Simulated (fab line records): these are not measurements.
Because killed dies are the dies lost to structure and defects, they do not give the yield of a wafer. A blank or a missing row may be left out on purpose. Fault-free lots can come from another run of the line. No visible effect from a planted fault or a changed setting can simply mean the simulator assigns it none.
Chamber matching + flow n5 finfet + rie diel-03 running N5_GATE_CUT_STRIP_59: 4 sister chambers
The step strips in N2/H2, time 20 s. 14 wafers are shown with their chamber, then 7 later ones without.

== WAFERS, EACH WITH ITS CHAMBER ==
| wafer  | chamber | showerhead plenum p Torr (Torr) | oes product au (a.u.) | drypump motor current A (A) |
|--------|---------|---------------------------------|-----------------------|-----------------------------|
| L082.1 | 0       | 3.31                            | 0.90                  | 5.6                         |
| L082.3 | 1       | 3.51                            | 0.76                  | 6.1                         |
| L082.5 | 1       | 3.51                            | 0.75                  | 6.1                         |
| L087.2 | 2       | 3.30                            | 0.95                  | 6.3                         |
| L087.3 | 1       | 3.51                            | 0.76                  | 6.1                         |
| L087.6 | 0       | 3.30                            | 0.90                  | 5.6                         |
| L088.2 | 1       | 3.51                            | 0.75                  | 6.1                         |
| L088.4 | 0       | 3.30                            | 0.90                  | 5.7                         |
| L088.6 | 3       | 3.50                            | 0.77                  | 6.3                         |
| L092.3 | 0       | 3.30                            | 0.89                  | 5.6                         |
| L092.4 | 3       | 3.50                            | 0.75                  | 6.4                         |
| L092.6 | 3       | 3.50                            | 0.76                  | 6.4                         |
| L093.1 | 1       | 3.50                            | 0.74                  | 6.2                         |
| L093.3 | 3       | 3.49                            | 0.75                  | 6.3                         |

SIGNATURES, as means of the wafers listed above
| reading                  | chamber 0 | chamber 1 | chamber 2 | chamber 3 | scatter within a chamber |
|--------------------------|-----------|-----------|-----------|-----------|--------------------------|
| showerhead plenum p Torr | 3.3025    | 3.5080    | 3.3000    | 3.4975    | 0.0048                   |
| oes product au           | 0.8975    | 0.7520    | 0.9500    | 0.7575    | 0.00794                  |
| drypump motor current A  | 5.625     | 6.120     | 6.300     | 6.350     | 0.0505                   |
Rule: for a wafer and a chamber, the distance is found by dividing, reading by reading, the gap between the wafer's reading and the chamber's mean by the reading's scatter, squaring, summing and taking the root. The wafer belongs to the nearest chamber; if the next one is less than 2 further off, it can't be placed. The scatter: the root of (the sum of the squares of (reading less its chamber's mean) over the shown wafers, divided by (wafers less chambers)).

== WAFERS WHOSE CHAMBER IS MISSING ==
| wafer  | showerhead plenum p Torr (Torr) | oes product au (a.u.) | drypump motor current A (A) |
|--------|---------------------------------|-----------------------|-----------------------------|
| L093.4 | 3.30                            | 0.92                  | 6.3                         |
| L094.1 | 3.50                            | 0.73                  | 6.1                         |
| L094.5 | 3.30                            | 0.91                  | 6.3                         |
| L094.6 | 3.50                            | 0.73                  | 6.1                         |
| L095.2 | 3.50                            | 0.74                  | 6.1                         |
| L095.5 | 3.50                            | 0.74                  | 6.1                         |
| L095.6 | 3.29                            | 0.88                  | 5.6                         |

== WHICH CHAMBER EACH WENT THROUGH ==
| wafer  | from the rows above | in truth |
|--------|---------------------|----------|
| L093.4 | 2                   | 2        |
| L094.1 | 1                   | 1        |
| L094.5 | 2                   | 2        |
| L094.6 | 1                   | 1        |
| L095.2 | 1                   | 1        |
| L095.5 | 1                   | 1        |
| L095.6 | 0                   | 0        |
Correct placement for 7 of the 7. Left unplaced by these rows: 0. Placed wrongly: 0.
